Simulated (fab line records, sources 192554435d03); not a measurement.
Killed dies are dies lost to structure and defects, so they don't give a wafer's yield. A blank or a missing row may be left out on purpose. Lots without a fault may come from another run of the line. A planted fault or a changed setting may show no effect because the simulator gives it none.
A struck lot beside a sound one | flow n5_finfet | 19 steps out of a route of 1938
Sound: wafers L380.1, L380.2, L380.6. Struck: wafer L390.5. (L390.1, L390.2 of the same lot were not struck and are left out.) The cause comes at the end.
At each step with rows: each side's tool, then ch and its chambers, then its first start. Under that, the readings that differ: sound wafers | struck wafers | difference of the means | sigmas: that difference in standard deviations of wafers without a fault.
alike: readings whose means differ by less than 2 such deviations, and words and numbers that are the same on both sides. not compared: withheld readings, readings that some wafer has no value for, bounds like >300 that may hide the same value, and numbers for which the record gives no deviation and whose values overlap.
The two part at a step that has a row with sigmas, a row that says differs or no value, or rows on one side only. Numbers that don't overlap but have no deviation are shown without sigmas and don't part them. A reading that every wafer of one side lacks parts them only if that side has two wafers or more.

first, 1 step without rows for these wafers: N5_PASSIVATION_STRIP_14 (strips in O2).
N5_PASSIVATION_ETCH_15: etches SiCN in CF4/N2, target depth 75 nm, time 81.2 s.
  sound on rie_diel-05 ch 0,1,2; struck on rie_diel-06 ch 0
  alike: drypump_motor_current_A, mfc_ar_sccm, oes_product_au, rf_vpp_V, showerhead_plenum_p_Torr, throttle_valve_pct
  not compared: rf_hours_counter_h
then, 2 steps without rows for these wafers: N5_PASSIVATION_STRIP_73 (strips in post etch residue remover, time 60 s); N5_PASSIVATION_SRD_17 (time 30 s, dry time 30 s).
N5_PASSIVATION_DEGAS_18: time 60 s.
  sound on pvd_sputter-01, day 16 16:37; struck on pvd_sputter-01, day 18 16:37
  alike: heater_power_w
N5_PASSIVATION_PRE_CLEAN_19:
  sound on pvd_sputter-01, day 16 16:40; struck on pvd_sputter-01, day 18 16:40
  alike: heater_power_w
N5_PASSIVATION_SPUTTER_20: material TaN, target thk 50 nm.
  sound on pvd_sputter-01, day 16 16:42; struck on pvd_sputter-01, day 18 16:42
  alike: throttle_valve_pct
N5_PASSIVATION_AL_DEP_21: deposits Al, target thk 2800 nm, time 170 s.
  sound on pvd_sputter-01, day 16 16:48; struck on pvd_sputter-01, day 18 16:48
  alike: throttle_valve_pct
then, 4 steps without rows for these wafers: N5_PASSIVATION_HMDS_23 (time 60 s); N5_PASSIVATION_COAT_24; N5_PASSIVATION_EBR_26; N5_PASSIVATION_SOFTBAKE_25 (time 90 s).
N5_PASSIVATION_EXPOSE_27: exposes mask PAD, defocus 0 nm.
  sound on krf_scanner-02 ch 0, day 16 17:23; struck on krf_scanner-02 ch 0, day 18 17:13
  alike: mask
then, 3 steps without rows for these wafers: N5_PASSIVATION_PEB_28; N5_PASSIVATION_DEVELOP_29 (develop time 60 s); N5_PASSIVATION_HARDBAKE_31 (time 120 s).
N5_PASSIVATION_CD_MEAS_30: target cd 4000 nm.
  sound on cd_sem-02 ch 0, day 16 17:34; struck on cd_sem-02 ch 0, day 18 17:24
  reading    | sound                | struck | difference | sigmas
  cd_nm (nm) | 4000.2 3999.1 4000.4 | 4025.2 | +25.3      | +17
N5_PASSIVATION_OVL_MEAS_63:
  sound on overlay-01 ch 0, day 16 17:35; struck on overlay-01 ch 0, day 18 17:26
  alike: PAD_OVL
N5_PASSIVATION_PROBE_49:
  the record has rows for the sound wafers here (prober-01, day 17 00:19) and none for the struck ones

WHERE THEY PART
First at N5_PASSIVATION_CD_MEAS_30; last, within this record, at N5_PASSIVATION_PROBE_49.

WHY: what the simulator had put in
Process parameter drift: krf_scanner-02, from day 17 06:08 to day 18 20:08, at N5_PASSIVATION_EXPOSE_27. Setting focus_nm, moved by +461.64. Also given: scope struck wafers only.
